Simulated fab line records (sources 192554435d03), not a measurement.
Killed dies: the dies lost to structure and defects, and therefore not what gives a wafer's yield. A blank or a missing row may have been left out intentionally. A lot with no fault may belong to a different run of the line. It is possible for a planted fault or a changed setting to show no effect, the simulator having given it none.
Matching of chambers :: flow n5-finfet :: N5_BEOL_M9_STRIP_19 on rie-diel-06: 4 sister chambers
The step strips in O2. 20 wafers are shown with their chamber, then 10 later ones without.

WAFERS PAIRED WITH THEIR CHAMBERS
wafer: L074.4
chamber: 0
showerhead-plenum-p-Torr (Torr): 2.17
throttle-valve-pct (%): 16.52
drypump-motor-current-A (A): 5.9

wafer: L074.5
chamber: 3
showerhead-plenum-p-Torr (Torr): 2.16
throttle-valve-pct (%): 16.58
drypump-motor-current-A (A): 5.7

wafer: L074.6
chamber: 2
showerhead-plenum-p-Torr (Torr): 2.12
throttle-valve-pct (%): 16.94
drypump-motor-current-A (A): 6.0

wafer: L075.2
chamber: 2
showerhead-plenum-p-Torr (Torr): 2.12
throttle-valve-pct (%): 16.95
drypump-motor-current-A (A): 6.1

wafer: L075.4
chamber: 0
showerhead-plenum-p-Torr (Torr): 2.17
throttle-valve-pct (%): 16.50
drypump-motor-current-A (A): 5.9

wafer: L075.6
chamber: 1
showerhead-plenum-p-Torr (Torr): 1.93
throttle-valve-pct (%): 16.77
drypump-motor-current-A (A): 5.5

wafer: L077.1
chamber: 3
showerhead-plenum-p-Torr (Torr): 2.15
throttle-valve-pct (%): 16.60
drypump-motor-current-A (A): 5.7

wafer: L077.3
chamber: 2
showerhead-plenum-p-Torr (Torr): 2.12
throttle-valve-pct (%): 16.96
drypump-motor-current-A (A): 6.0

wafer: L077.5
chamber: 0
showerhead-plenum-p-Torr (Torr): 2.16
throttle-valve-pct (%): 16.53
drypump-motor-current-A (A): 5.9

wafer: L081.3
chamber: 0
showerhead-plenum-p-Torr (Torr): 2.16
throttle-valve-pct (%): 16.53
drypump-motor-current-A (A): 5.9

wafer: L081.4
chamber: 1
showerhead-plenum-p-Torr (Torr): 1.93
throttle-valve-pct (%): 16.77
drypump-motor-current-A (A): 5.6

wafer: L081.5
chamber: 1
showerhead-plenum-p-Torr (Torr): 1.93
throttle-valve-pct (%): 16.78
drypump-motor-current-A (A): 5.5

wafer: L080.1
chamber: 3
showerhead-plenum-p-Torr (Torr): 2.15
throttle-valve-pct (%): 16.61
drypump-motor-current-A (A): 5.7

wafer: L080.3
chamber: 0
showerhead-plenum-p-Torr (Torr): 2.16
throttle-valve-pct (%): 16.53
drypump-motor-current-A (A): 5.9

wafer: L080.6
chamber: 1
showerhead-plenum-p-Torr (Torr): 1.93
throttle-valve-pct (%): 16.79
drypump-motor-current-A (A): 5.6

wafer: L089.1
chamber: 2
showerhead-plenum-p-Torr (Torr): 2.11
throttle-valve-pct (%): 16.99
drypump-motor-current-A (A): 6.0

wafer: L089.3
chamber: 1
showerhead-plenum-p-Torr (Torr): 1.93
throttle-valve-pct (%): 16.84
drypump-motor-current-A (A): 5.5

wafer: L089.4
chamber: 3
showerhead-plenum-p-Torr (Torr): 2.15
throttle-valve-pct (%): 16.63
drypump-motor-current-A (A): 5.6

wafer: L090.2
chamber: 2
showerhead-plenum-p-Torr (Torr): 2.11
throttle-valve-pct (%): 16.99
drypump-motor-current-A (A): 6.1

wafer: L090.3
chamber: 0
showerhead-plenum-p-Torr (Torr): 2.16
throttle-valve-pct (%): 16.54
drypump-motor-current-A (A): 5.9

SIGNATURES (means of the wafers above)
reading: showerhead-plenum-p-Torr
chamber 0: 2.1633
chamber 1: 1.9300
chamber 2: 2.1160
chamber 3: 2.1525
scatter within a chamber: 0.00453

reading: throttle-valve-pct
chamber 0: 16.5250
chamber 1: 16.7900
chamber 2: 16.9660
chamber 3: 16.6050
scatter within a chamber: 0.022

reading: drypump-motor-current-A
chamber 0: 5.900
chamber 1: 5.540
chamber 2: 6.040
chamber 3: 5.675
scatter within a chamber: 0.0444
Rule: for a wafer and a chamber, the distance is found by dividing, reading by reading, the gap between the wafer's reading and the chamber's mean by the reading's scatter, squaring, summing and taking the root. The wafer belongs to the nearest chamber; if the next one is less than 2 further off, it can't be placed. How the scatter is found: for the shown wafers, subtract from each reading the mean of its chamber, square and add these, divide the total by (wafers less chambers), then take the root.

WAFERS WITH NO CHAMBER GIVEN
wafer: L090.4
showerhead-plenum-p-Torr (Torr): 1.93
throttle-valve-pct (%): 16.81
drypump-motor-current-A (A): 5.5

wafer: L091.3
showerhead-plenum-p-Torr (Torr): 2.15
throttle-valve-pct (%): 16.61
drypump-motor-current-A (A): 5.7

wafer: L091.5
showerhead-plenum-p-Torr (Torr): 2.16
throttle-valve-pct (%): 16.54
drypump-motor-current-A (A): 5.9

wafer: L091.6
showerhead-plenum-p-Torr (Torr): 1.92
throttle-valve-pct (%): 16.81
drypump-motor-current-A (A): 5.5

wafer: L094.1
showerhead-plenum-p-Torr (Torr): 1.92
throttle-valve-pct (%): 16.82
drypump-motor-current-A (A): 5.5

wafer: L094.5
showerhead-plenum-p-Torr (Torr): 2.15
throttle-valve-pct (%): 16.56
drypump-motor-current-A (A): 5.9

wafer: L094.6
showerhead-plenum-p-Torr (Torr): 1.92
throttle-valve-pct (%): 16.84
drypump-motor-current-A (A): 5.5

wafer: L097.1
showerhead-plenum-p-Torr (Torr): 2.11
throttle-valve-pct (%): 17.05
drypump-motor-current-A (A): 6.0

wafer: L097.2
showerhead-plenum-p-Torr (Torr): 1.92
throttle-valve-pct (%): 16.85
drypump-motor-current-A (A): 5.5

wafer: L097.3
showerhead-plenum-p-Torr (Torr): 2.15
throttle-valve-pct (%): 16.62
drypump-motor-current-A (A): 5.9

EACH ONE'S CHAMBER
wafer: L090.4
from the rows above: 1
in truth: 1

wafer: L091.3
from the rows above: 3
in truth: 3

wafer: L091.5
from the rows above: 0
in truth: 0

wafer: L091.6
from the rows above: 1
in truth: 1

wafer: L094.1
from the rows above: 1
in truth: 1

wafer: L094.5
from the rows above: 0
in truth: 0

wafer: L094.6
from the rows above: 1
in truth: 1

wafer: L097.1
from the rows above: 2
in truth: 2

wafer: L097.2
from the rows above: 1
in truth: 1

wafer: L097.3
from the rows above: can't be placed: 3 or 0
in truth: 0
9 of 10 placed correctly. Can't be placed from these rows: 1 (the true chamber is among the candidates in 1). 0 placed wrongly.
